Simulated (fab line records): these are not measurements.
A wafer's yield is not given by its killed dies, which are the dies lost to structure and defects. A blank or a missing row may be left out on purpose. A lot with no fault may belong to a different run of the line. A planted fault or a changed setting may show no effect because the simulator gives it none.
Chamber matching || flow n5 finfet || rie diel-03 running N5_BEOL_M9_DESCUM_16: 4 sister chambers
The step chemistry O2, time 7.9 s. 8 wafers are shown with their chamber, then 8 later ones without.

WAFERS, EACH WITH ITS CHAMBER
{"wafer": "L074.2", "chamber": 3, "drypump motor current A (A)": 6.7, "throttle valve pct (%)": 20.20}
{"wafer": "L079.4", "chamber": 2, "drypump motor current A (A)": 5.8, "throttle valve pct (%)": 20.29}
{"wafer": "L084.2", "chamber": 3, "drypump motor current A (A)": 6.6, "throttle valve pct (%)": 20.23}
{"wafer": "L084.6", "chamber": 2, "drypump motor current A (A)": 5.8, "throttle valve pct (%)": 20.29}
{"wafer": "L088.1", "chamber": 1, "drypump motor current A (A)": 6.1, "throttle valve pct (%)": 20.87}
{"wafer": "L088.4", "chamber": 0, "drypump motor current A (A)": 4.9, "throttle valve pct (%)": 20.21}
{"wafer": "L088.6", "chamber": 0, "drypump motor current A (A)": 4.9, "throttle valve pct (%)": 20.21}
{"wafer": "L086.3", "chamber": 1, "drypump motor current A (A)": 6.1, "throttle valve pct (%)": 20.87}

WAFERS WHOSE CHAMBER IS MISSING
{"wafer": "L086.4", "drypump motor current A (A)": 5.8, "throttle valve pct (%)": 20.31}
{"wafer": "L086.6", "drypump motor current A (A)": 5.8, "throttle valve pct (%)": 20.33}
{"wafer": "L092.4", "drypump motor current A (A)": 5.8, "throttle valve pct (%)": 20.33}
{"wafer": "L092.5", "drypump motor current A (A)": 6.6, "throttle valve pct (%)": 20.26}
{"wafer": "L092.6", "drypump motor current A (A)": 5.8, "throttle valve pct (%)": 20.33}
{"wafer": "L096.1", "drypump motor current A (A)": 4.9, "throttle valve pct (%)": 20.24}
{"wafer": "L096.3", "drypump motor current A (A)": 6.0, "throttle valve pct (%)": 20.89}
{"wafer": "L096.5", "drypump motor current A (A)": 6.0, "throttle valve pct (%)": 20.88}

WHICH CHAMBER EACH WENT THROUGH
{"wafer": "L086.4", "from the rows above": 2, "in truth": 2}
{"wafer": "L086.6", "from the rows above": 2, "in truth": 2}
{"wafer": "L092.4", "from the rows above": 2, "in truth": 2}
{"wafer": "L092.5", "from the rows above": 3, "in truth": 3}
{"wafer": "L092.6", "from the rows above": 2, "in truth": 2}
{"wafer": "L096.1", "from the rows above": 0, "in truth": 0}
{"wafer": "L096.3", "from the rows above": 1, "in truth": 1}
{"wafer": "L096.5", "from the rows above": 1, "in truth": 1}
Correctly placed: 8 of 8. Can't be placed from these rows: 0. 0 placed wrongly.
How it was worked out, from the rows above alone: a wafer's distance from a chamber is the root of the sum, over the readings, of the square of ((its reading less the chamber's mean) divided by the reading's scatter). If the next closest chamber is less than 2 further off than the closest, the wafer can't be placed; otherwise it belongs to the closest. For every chamber, the mean is computed from those of its wafers that are shown. The scatter: the root of (the sum of the squares of (reading less its chamber's mean) over the shown wafers, divided by (wafers less chambers)).
